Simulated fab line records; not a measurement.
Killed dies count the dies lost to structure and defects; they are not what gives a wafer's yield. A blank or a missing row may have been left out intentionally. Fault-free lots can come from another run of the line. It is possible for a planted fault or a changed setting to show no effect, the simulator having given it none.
fab line records | flow n5Finfet | part 1 of 2: steps 1 to 20 of 28
record: lots: 5 wafers: 15 lastDay: 17
route steps=1938 shown BEOL_M7@1287
lots that met no fault: from a run of the same line without faults
startH: the number of hours between the record's first day and the start of the first shown wafer of the lot | waitH: hours from the lot's prior step to this one | " unchanged from the row above | L1.1+2: several wafers, shown together as one row | - either no value or no given start | * or withheld: withheld | < > ~ a bound
route shown NAME@n: NAME is a module with steps in the file, n the number in the route of the first one | usual: the fault-free wafers' mean and standard deviation | same: alike in all rows | chamber/n: place in a boat | sites: per-site readings | _std_site: how widely they spread, as a standard deviation | _edge_site: the outer-site mean with the inner-site mean subtracted | radiusMm: for every site, how far away it sits from the centre of the wafer | mask NAME#n: copy n | behind: the last tool/chamber to shape the wafer | hold: the reason the lot was held/the length of the hold in hours/how it ended | device: the n, p or np transistor that did not switch | end of line: tests run on the same wafers once the route is complete | step lacking rows: just its recipe | killed: count of dies lost to structure and defects at first sort (not the wafer's yield) | map: shows each die of a wafer: x if killed, . if not, _ if none is there
set.NAME: setting as actually run; set.NAME@STEP: the setting as run at that earlier step | model.NAME: the simulator's own value behind a step, which no gauge read
lots at selected steps of the route; one table per step, one row per wafer
services: the hour from which a tool's chamber was out of use, counted from the record's first day as startH (under 0 if before that day), plus the number of hours and why
== steps ==
step: N5_BEOL_M7_COAT_63
recipe: resist: SOC tempC: 250 timeS: 60 spinRpm: 1500 resistThkNm: 60
usual: dispensePressureKPa: 50.8/1.8 heaterPowerTotalW: 500.6/1.8
columns lot.wafer tool chamber startH waitH dispensePressureKPa heaterPowerTotalW
L086.3 lithoTrack-02 0 281.94 1.3 48.9 500.3
L086.5 " 0 " " 48.9 503.1
L086.6 " 0 " " 48.9 503.2
L088.2 lithoTrack-02 0 285.51 0.8 49.0 501.2
L088.5 " 0 " " 49.0 499.5
L088.6 " 0 " " 48.9 501.1
L094.3 lithoTrack-03 0 326.78 0.5 53.2 502.0
L094.4 " 0 " " 53.1 500.0
L094.6 " 0 " " 53.1 500.1
L093.1 lithoTrack-02 0 329.88 0.7 48.9 498.1
L093.2 " 0 " " 49.0 501.9
L093.6 " 0 " " 48.9 502.4
L096.2 lithoTrack-04 0 334.73 2.2 50.5 498.3
L096.3 " 0 " " 50.4 498.6
L096.6 " 0 " " 50.5 497.6
step: N5_BEOL_M7_COAT_64
recipe: resist: SiARC tempC: 220 timeS: 60 spinRpm: 1500 resistThkNm: 12
usual: dispensePressureKPa: 50.8/1.7 heaterPowerTotalW: 427.6/2.1
columns lot.wafer tool chamber startH waitH dispensePressureKPa heaterPowerTotalW
L086.3 lithoTrack-02 0 - - 48.9 428.1
L086.5 " 0 " " 48.9 429.9
L086.6 " 0 " " 48.9 424.6
L088.2 lithoTrack-02 0 - - 48.9 427.1
L088.5 " 0 " " 49.0 428.5
L088.6 " 0 " " 48.9 429.7
L094.3 lithoTrack-03 0 - - 53.1 429.9
L094.4 " 0 " " 53.1 425.9
L094.6 " 0 " " 53.1 425.0
L093.1 lithoTrack-02 0 - - 49.0 429.2
L093.2 " 0 " " 49.0 430.6
L093.6 " 0 " " 49.0 428.7
L096.2 lithoTrack-04 0 - - 50.5 430.0
L096.3 " 0 " " 50.5 430.9
L096.6 " 0 " " 50.5 430.3
step: N5_BEOL_M7_COAT_71
recipe: resist: underlayer tempC: 205 timeS: 60 spinRpm: 1500 resistThkNm: 5
usual: dispensePressureKPa: 50.8/1.8 heaterPowerTotalW: 391.7/1.3
columns lot.wafer tool chamber startH waitH dispensePressureKPa heaterPowerTotalW
L086.3 lithoTrack-02 0 - - 48.9 393.3
L086.5 " 0 " " 48.9 393.2
L086.6 " 0 " " 48.9 392.9
L088.2 lithoTrack-02 0 - - 48.9 390.1
L088.5 " 0 " " 48.9 393.8
L088.6 " 0 " " 48.9 392.0
L094.3 lithoTrack-03 0 - - 53.1 391.7
L094.4 " 0 " " 53.1 389.7
L094.6 " 0 " " 53.1 391.4
L093.1 lithoTrack-02 0 - - 48.9 390.7
L093.2 " 0 " " 49.0 390.3
L093.6 " 0 " " 48.9 392.7
L096.2 lithoTrack-04 0 - - 50.6 390.0
L096.3 " 0 " " 50.5 391.2
L096.6 " 0 " " 50.6 389.5
step: N5_BEOL_M7_COAT_22
recipe: resist: CAR-EUV spinRpm: 1500 resistThkNm: 30
usual: dispensePressureKPa: 50.8/1.7
columns lot.wafer tool chamber startH waitH dispensePressureKPa
L086.3 lithoTrack-02 0 - - 48.9
L086.5 " 0 " " 48.9
L086.6 " 0 " " 48.9
L088.2 lithoTrack-02 0 - - 48.9
L088.5 " 0 " " 48.9
L088.6 " 0 " " 48.9
L094.3 lithoTrack-03 0 - - 53.1
L094.4 " 0 " " 53.1
L094.6 " 0 " " 53.1
L093.1 lithoTrack-02 0 - - 48.9
L093.2 " 0 " " 48.9
L093.6 " 0 " " 48.9
L096.2 lithoTrack-04 0 - - 50.5
L096.3 " 0 " " 50.6
L096.6 " 0 " " 50.5
step: N5_BEOL_M7_EBR_24
recipe: solvent: PGMEA ebrWidthMm: 1.5
columns lot.wafer tool chamber startH waitH
L086.3+5+6 lithoTrack-02 0 - -
L088.2+5+6 lithoTrack-02 0 - -
L094.3+4+6 lithoTrack-03 0 - -
L093.1+2+6 lithoTrack-02 0 - -
L096.2+3+6 lithoTrack-04 0 - -
step: N5_BEOL_M7_SOFTBAKE_23
recipe: tempC: 110 timeS: 60 resist: CAR-EUV
usual: heaterPowerTotalW: 175.4/1.7
columns lot.wafer tool chamber startH waitH heaterPowerTotalW
L086.3 lithoTrack-02 0 - - 175.6
L086.5 " 0 " " 177.0
L086.6 " 0 " " 177.6
L088.2 lithoTrack-02 0 - - 173.2
L088.5 " 0 " " 175.9
L088.6 " 0 " " 176.5
L094.3 lithoTrack-03 0 - - 173.0
L094.4 " 0 " " 177.5
L094.6 " 0 " " 173.9
L093.1 lithoTrack-02 0 - - 173.5
L093.2 " 0 " " 173.3
L093.6 " 0 " " 177.4
L096.2 lithoTrack-04 0 - - 173.0
L096.3 " 0 " " 176.8
L096.6 " 0 " " 173.5
step: N5_BEOL_M7_EXPOSE_25
recipe: maskId: V6 na: 0.33 sourceShape: annular sigmaInner: 0.4 sigmaOuter: 0.8 polarization: unpolarized targetCdNm: 40 doseMj: 42.5
columns lot.wafer tool chamber startH waitH mask
L086.3+5+6 euvScanner-02 0 282.09 - V6#0
L088.2+5+6 euvScanner-02 0 285.66 - V6#0
L094.3+4+6 euvScanner-01 0 327.06 - V6#0
L093.1+2+6 euvScanner-02 0 330.01 - V6#0
L096.2+3+6 euvScanner-02 0 334.89 - V6#0
step: N5_BEOL_M7_PEB_26
recipe: pebTempC: 100 pebTimeS: 60 resist: CAR-EUV
usual: heaterPowerTotalW: 154.0/1.1
columns lot.wafer tool chamber startH waitH heaterPowerTotalW
L086.3 lithoTrack-04 0 282.14 0.0 153.6
L086.5 " 0 " " 152.9
L086.6 " 0 " " 153.2
L088.2 lithoTrack-03 0 285.72 0.1 155.7
L088.5 " 0 " " 155.0
L088.6 " 0 " " 155.5
L094.3 lithoTrack-03 0 327.11 0.0 152.9
L094.4 " 0 " " 152.9
L094.6 " 0 " " 155.0
L093.1 lithoTrack-04 0 330.08 0.1 152.7
L093.2 " 0 " " 152.3
L093.6 " 0 " " 152.6
L096.2 lithoTrack-03 0 334.94 0.1 155.6
L096.3 " 0 " " 155.6
L096.6 " 0 " " 155.3
step: N5_BEOL_M7_DEVELOP_27
recipe: developTimeS: 30 developer: TMAH resist: CAR-EUV rinseLiquid: surfactantRinse dry: airSpin devTempC: 23
columns lot.wafer tool chamber startH waitH
L086.3+5+6 lithoTrack-04 0 - -
L088.2+5+6 lithoTrack-03 0 - -
L094.3+4+6 lithoTrack-03 0 - -
L093.1+2+6 lithoTrack-04 0 - -
L096.2+3+6 lithoTrack-03 0 - -
step: N5_BEOL_M7_CD_MEAS_28
recipe: targetCdNm: 40 landingEnergyEv: 500 detector: seInlens
usual: cdNm: 39.92/0.24
columns lot.wafer tool chamber startH waitH cdNm
L086.3 cdSem-02 0 282.21 - 39.87
L086.5 " 0 " " 39.72
L086.6 " 0 " " 39.76
L088.2 cdSem-01 0 285.78 - 40.17
L088.5 " 0 " " 40.13
L088.6 " 0 " " 39.95
L094.3 cdSem-02 0 327.18 - 39.82
L094.4 " 0 " " 39.96
L094.6 " 0 " " 39.69
L093.1 cdSem-03 0 330.15 - 40.07
L093.2 " 0 " " 39.63
L093.6 " 0 " " 40.14
L096.2 cdSem-03 0 335.01 - 39.70
L096.3 " 0 " " 39.76
L096.6 " 0 " " 40.03
step: N5_BEOL_M7_OVL_MEAS_29
recipe: pointsPerWafer: 522
usual: V6_OVL: 0.0/0.73
columns lot.wafer tool chamber startH waitH V6_OVL[nm]
L086.3 overlay-02 0 282.25 0.0 -0.5
L086.5 " 0 " " -1.5
L086.6 " 0 " " -0.5
L088.2 overlay-01 0 285.82 0.0 -1.5
L088.5 " 0 " " -0.7
L088.6 " 0 " " -0.3
L094.3 overlay-02 0 327.22 0.0 0.8
L094.4 " 0 " " 0.5
L094.6 " 0 " " 1.1
L093.1 overlay-01 0 330.18 0.0 -0.9
L093.2 " 0 " " -1.2
L093.6 " 0 " " -0.9
L096.2 overlay-02 0 335.05 0.0 0.8
L096.3 " 0 " " 0.5
L096.6 " 0 " " -0.4
step: N5_BEOL_M7_INSPECT_30
recipe: mode: adi inspectInstrument: brightfield
usual: rawDefectCount: 409/86
columns lot.wafer tool chamber startH waitH rawDefectCount
L086.3 defectInspect-02 - 282.30 0.0 418
L086.5 " - " " 539
L086.6 " - " " 370
L088.2 defectInspect-02 - 285.87 0.1 552
L088.5 " - " " 536
L088.6 " - " " 436
L094.3 defectInspect-02 - 327.27 0.0 300
L094.4 " - " " 343
L094.6 " - " " 309
L093.1 defectInspect-02 - 330.23 0.1 480
L093.2 " - " " 429
L093.6 " - " " 365
L096.2 defectInspect-01 - 335.10 0.0 410
L096.3 " - " " 418
L096.6 " - " " 474
step: N5_BEOL_M7_DESCUM_33
recipe: chemistry: O2 timeS: 7 sourcePowerW: 50 biasPowerW: 20 pressureMtorr: 20 rfFrequencyHz: 2.712e+07 tempC: 40 resist: CAR-EUV o2FlowSccm: 225
usual: drypumpMotorCurrentA: 5.8/0.42 oesProductAu: 0.79/0.088 rfVppV: 242.7/1.2 showerheadPlenumPTorr: 2.06/0.053 throttleValvePct: 20.45/0.24
columns lot.wafer tool chamber startH waitH drypumpMotorCurrentA oesProductAu rfHoursCounterH rfVppV showerheadPlenumPTorr throttleValvePct
L086.3 rieDiel-02 0 282.42 0.1 5.0 0.82 75 242.7 2.02 20.37
L086.5 " 0 " " 5.0 0.84 - 243.7 2.02 20.39
L086.6 " 1 " " 5.8 0.96 - 242.1 2.03 20.55
L088.2 rieDiel-01 1 285.91 0.0 5.4 0.71 204 241.4 1.97 20.18
L088.5 " 1 " " 5.4 0.71 - 241.8 1.97 20.16
L088.6 " 0 " " 6.3 0.88 - 242.1 2.04 20.07
L094.3 rieDiel-02 1 327.30 0.0 5.8 0.90 35 242.5 2.03 20.59
L094.4 " 0 " " 5.1 0.81 92 242.0 2.02 20.42
L094.6 " 3 " " 6.4 0.79 - 245.2 2.09 20.46
L093.1 rieDiel-02 2 330.27 0.0 6.0 0.68 219 244.0 2.14 20.67
L093.2 " 0 " " 5.0 0.81 93 243.2 2.02 20.41
L093.6 " 1 " " 5.8 0.91 - 243.3 2.02 20.57
L096.2 rieDiel-01 2 335.13 0.0 5.9 0.74 210 242.9 2.09 20.64
L096.3 " 0 " " 6.3 0.86 57 242.3 2.04 20.10
L096.6 " 3 " " 6.2 0.72 - 242.1 2.01 20.55
step: N5_BEOL_M7_ETCH_72
recipe: chemistry: N2/H2 target: underlayer targetDepthA: 65 maskMaterial: CAR-EUV timeS: 5.2 ionEnergyEv: 200 pressureMtorr: 30 sourceW: 840 biasW: 150 n2FlowSccm: 200 h2FlowSccm: 200 ends: cleared
usual: drypumpMotorCurrentA: 5.8/0.42 etchRfOnTimeS: 5.17/0.12 n2FlowSccm: 200.2/0.55 oesProductAu: 0.67/0.073 rfVppV: 522.9/2.3 showerheadPlenumPTorr: 2.50/0.067 throttleValvePct: 17.87/0.29
columns lot.wafer tool chamber startH waitH drypumpMotorCurrentA etchRfOnTimeS n2FlowSccm oesProductAu rfHoursCounterH rfVppV showerheadPlenumPTorr throttleValvePct
L086.3 rieDiel-02 0 282.46 0.0 5.0 5.05 200.6 0.71 75 519.3 2.46 17.78
L086.5 " 0 " " 5.0 5.05 200.9 0.71 - 519.2 2.46 17.79
L086.6 " 1 " " 5.8 5.27 199.6 0.79 - 523.2 2.50 18.12
L088.2 rieDiel-01 1 285.94 0.0 5.5 5.30 200.6 0.61 204 521.3 2.41 17.60
L088.5 " 1 " " 5.5 5.28 200.6 0.61 - 519.4 2.41 17.60
L088.6 " 0 " " 6.3 5.02 200.9 0.78 - 522.4 2.47 17.37
L094.3 rieDiel-02 1 327.33 0.0 5.8 5.31 199.0 0.75 35 522.3 2.49 18.17
L094.4 " 0 " " 5.0 5.09 200.3 0.70 92 522.2 2.45 17.80
L094.6 " 3 " " 6.3 5.10 200.1 0.67 - 524.7 2.55 18.04
L093.1 rieDiel-02 2 330.30 0.0 6.0 5.39 200.1 0.58 219 525.0 2.61 18.11
L093.2 " 0 " " 5.0 5.07 201.6 0.69 93 523.5 2.45 17.82
L093.6 " 1 " " 5.8 5.34 200.8 0.74 - 524.1 2.49 18.18
L096.2 rieDiel-01 2 335.17 0.0 5.9 5.13 201.2 0.63 210 521.2 2.53 18.21
L096.3 " 0 " " 6.3 5.01 199.9 0.75 57 520.3 2.46 17.41
L096.6 " 3 " " 6.2 5.17 200.8 0.62 - 520.0 2.42 17.79
step: N5_BEOL_M7_ETCH_65
recipe: chemistry: CF4 target: SiARC targetDepthA: 156 maskMaterial: CAR-EUV timeS: 26 ionEnergyEv: 80 pressureMtorr: 40 sourceW: 545 biasW: 36 Ar_flow_sccm: 100 cf4FlowSccm: 100 ends: cleared
usual: drypumpMotorCurrentA: 5.8/0.42 etchRfOnTimeS: 25.8/0.54 oesProductAu: 0.67/0.073 rfVppV: 183.5/0.94 showerheadPlenumPTorr: 2.11/0.051 throttleValvePct: 15.64/0.24
columns lot.wafer tool chamber startH waitH drypumpMotorCurrentA etchRfOnTimeS oesProductAu rfHoursCounterH rfVppV showerheadPlenumPTorr throttleValvePct
L086.3 rieDiel-02 0 282.47 0.0 5.0 25.3 0.71 75 183.6 2.08 15.54
L086.5 " 0 " " 5.0 25.2 0.71 - 183.5 2.08 15.54
L086.6 " 1 " " 5.8 26.0 0.81 - 183.7 2.10 15.75
L088.2 rieDiel-01 1 285.96 0.0 5.4 26.1 0.61 204 182.4 2.04 15.53
L088.5 " 1 " " 5.4 26.0 0.62 - 182.6 2.04 15.54
L088.6 " 0 " " 6.3 25.0 0.77 - 183.6 2.09 15.21
L094.3 rieDiel-02 1 327.35 0.0 5.8 26.4 0.76 35 183.1 2.09 15.80
L094.4 " 0 " " 5.0 25.5 0.70 92 183.9 2.07 15.56
L094.6 " 3 " " 6.3 25.5 0.67 - 184.3 2.15 15.70
L093.1 rieDiel-02 2 330.32 0.0 6.0 26.8 0.58 219 183.1 2.19 15.97
L093.2 " 0 " " 5.0 25.6 0.70 93 183.3 2.07 15.58
L093.6 " 1 " " 5.8 26.3 0.76 - 183.8 2.09 15.81
L096.2 rieDiel-01 2 335.18 0.0 5.8 25.9 0.63 210 182.9 2.12 15.77
L096.3 " 0 " " 6.3 25.6 0.74 57 182.9 2.08 15.23
L096.6 " 3 " " 6.2 26.4 0.62 - 183.0 2.04 15.59
step: N5_BEOL_M7_ETCH_66
recipe: chemistry: N2/H2 target: SOC targetDepthA: 800 overetchA: 160 maskMaterial: SiARC tempC: 40 timeS: 120 ionEnergyEv: 200 pressureMtorr: 30 sourceW: 840 biasW: 150 n2FlowSccm: 200 h2FlowSccm: 200
usual: drypumpMotorCurrentA: 5.8/0.43 n2FlowSccm: 200.0/0.65 oesProductAu: 0.60/0.063 rfVppV: 523.0/1.9 showerheadPlenumPTorr: 2.50/0.067 throttleValvePct: 17.83/0.29
columns lot.wafer tool chamber startH waitH drypumpMotorCurrentA n2FlowSccm oesProductAu rfHoursCounterH rfVppV showerheadPlenumPTorr throttleValvePct
L086.3 rieDiel-02 0 282.50 0.0 5.0 198.9 0.63 75 521.6 2.46 17.76
L086.5 " 0 " " 5.0 200.2 0.63 - 521.7 2.46 17.74
L086.6 " 1 " " 5.8 200.9 0.72 - 523.8 2.49 18.10
L088.2 rieDiel-01 1 285.99 0.0 5.5 200.6 0.55 204 520.5 2.41 17.58
L088.5 " 1 " " 5.4 200.2 0.55 - 519.8 2.41 17.60
L088.6 " 0 " " 6.3 200.1 0.67 - 522.3 2.47 17.34
L094.3 rieDiel-02 1 327.38 0.0 5.8 200.7 0.70 35 522.5 2.49 18.14
L094.4 " 0 " " 5.0 199.4 0.61 92 522.8 2.45 17.78
L094.6 " 3 " " 6.3 199.7 0.60 - 524.1 2.55 17.99
L093.1 rieDiel-02 2 330.35 0.0 6.0 199.7 0.53 219 526.5 2.61 18.11
L093.2 " 0 " " 5.0 199.9 0.61 93 520.7 2.45 17.79
L093.6 " 1 " " 5.8 199.4 0.70 - 522.6 2.49 18.12
L096.2 rieDiel-01 2 335.21 0.0 5.9 200.5 0.56 210 522.3 2.53 18.16
L096.3 " 0 " " 6.3 198.9 0.65 57 522.3 2.46 17.37
L096.6 " 3 " " 6.2 200.0 0.57 - 521.4 2.42 17.74
step: N5_BEOL_M7_STRIP_69
recipe: chemistry: N2/H2 tempC: 40 n2FlowSccm: 200 h2FlowSccm: 200 rfFrequencyHz: 6e+07
columns lot.wafer tool chamber startH waitH
L086.3+5+6 rieDiel-02 0,0,1 282.58 0.0
L088.2+5+6 rieDiel-01 1,1,0 286.07 0.0
L094.3+4+6 rieDiel-02 1,0,3 327.46 0.0
L093.1+2+6 rieDiel-02 2,0,1 330.43 0.0
L096.2+3+6 rieDiel-01 2,0,3 335.29 0.0
step: N5_BEOL_M7_STRIP_73
recipe: chemistry: N2/H2 tempC: 40 n2FlowSccm: 200 h2FlowSccm: 200 rfFrequencyHz: 6e+07
columns lot.wafer tool chamber startH waitH
L086.3+5+6 rieDiel-02 0,0,1 282.59 0.0
L088.2+5+6 rieDiel-01 1,1,0 286.08 0.0
L094.3+4+6 rieDiel-02 1,0,3 327.47 0.0
L093.1+2+6 rieDiel-02 2,0,1 330.44 0.0
L096.2+3+6 rieDiel-01 2,0,3 335.30 0.0
step: N5_BEOL_M7_VIA_ETCH_34
recipe: chemistry: C4F6/O2 target: SiCOH_lowk targetDepthA: 1255 maskMaterial: SOC taperDeg: 4 timeS: 50.5 ionEnergyEv: 250 pressureMtorr: 30 sourceW: 345 biasW: 185 Ar_flow_sccm: 300 C4F6_flow_sccm: 10 O2_flow_sccm: 10
usual: O2_flow_sccm: 10.000/0.027 drypumpMotorCurrentA: 5.8/0.42 oesProductAu: 0.79/0.087 rfVppV: 667/11 showerheadPlenumPTorr: 2.81/0.062 throttleValvePct: 20.93/0.26
columns lot.wafer tool chamber startH waitH O2_flow_sccm drypumpMotorCurrentA oesProductAu rfHoursCounterH rfVppV showerheadPlenumPTorr throttleValvePct
L086.3 rieDiel-02 0 282.60 0.0 10.007 5.0 0.84 75 670 2.76 20.85
L086.5 " 0 " " 10.026 5.0 0.83 - 671 2.76 20.85
L086.6 " 1 " " 9.970 5.8 0.94 - 666 2.78 21.09
L088.2 rieDiel-01 1 286.09 0.0 9.992 5.5 0.71 204 646 2.73 20.84
L088.5 " 1 " " 10.023 5.4 0.72 - 645 2.73 20.85
L088.6 " 0 " " 9.989 6.4 0.89 - 665 2.77 20.51
L094.3 rieDiel-02 1 327.48 0.0 10.016 5.8 0.91 35 665 2.77 21.11
L094.4 " 0 " " 10.026 5.0 0.81 92 671 2.75 20.88
L094.6 " 3 " " 10.018 6.3 0.78 - 680 2.86 21.00
L093.1 rieDiel-02 2 330.45 0.0 10.005 6.1 0.67 219 667 2.90 21.10
L093.2 " 0 " " 9.967 5.0 0.81 93 670 2.75 20.86
L093.6 " 1 " " 10.006 5.8 0.90 - 665 2.77 21.12
L096.2 rieDiel-01 2 335.31 0.0 10.039 5.8 0.73 210 667 2.82 21.01
L096.3 " 0 " " 9.982 6.3 0.87 57 664 2.77 20.53
L096.6 " 3 " " 10.009 6.2 0.73 - 688 2.74 20.97
step: N5_BEOL_M7_STRIP_76
recipe: chemistry: C4F6/O2 resist: SiARC rfFrequencyHz: 6e+07
columns lot.wafer tool chamber startH waitH
L086.3+5+6 rieDiel-02 0,0,1 282.65 0.0
L088.2+5+6 rieDiel-01 1,1,0 286.13 0.0
L094.3+4+6 rieDiel-02 1,0,3 327.52 0.0
L093.1+2+6 rieDiel-02 2,0,1 330.49 0.0
L096.2+3+6 rieDiel-01 2,0,3 335.36 0.0
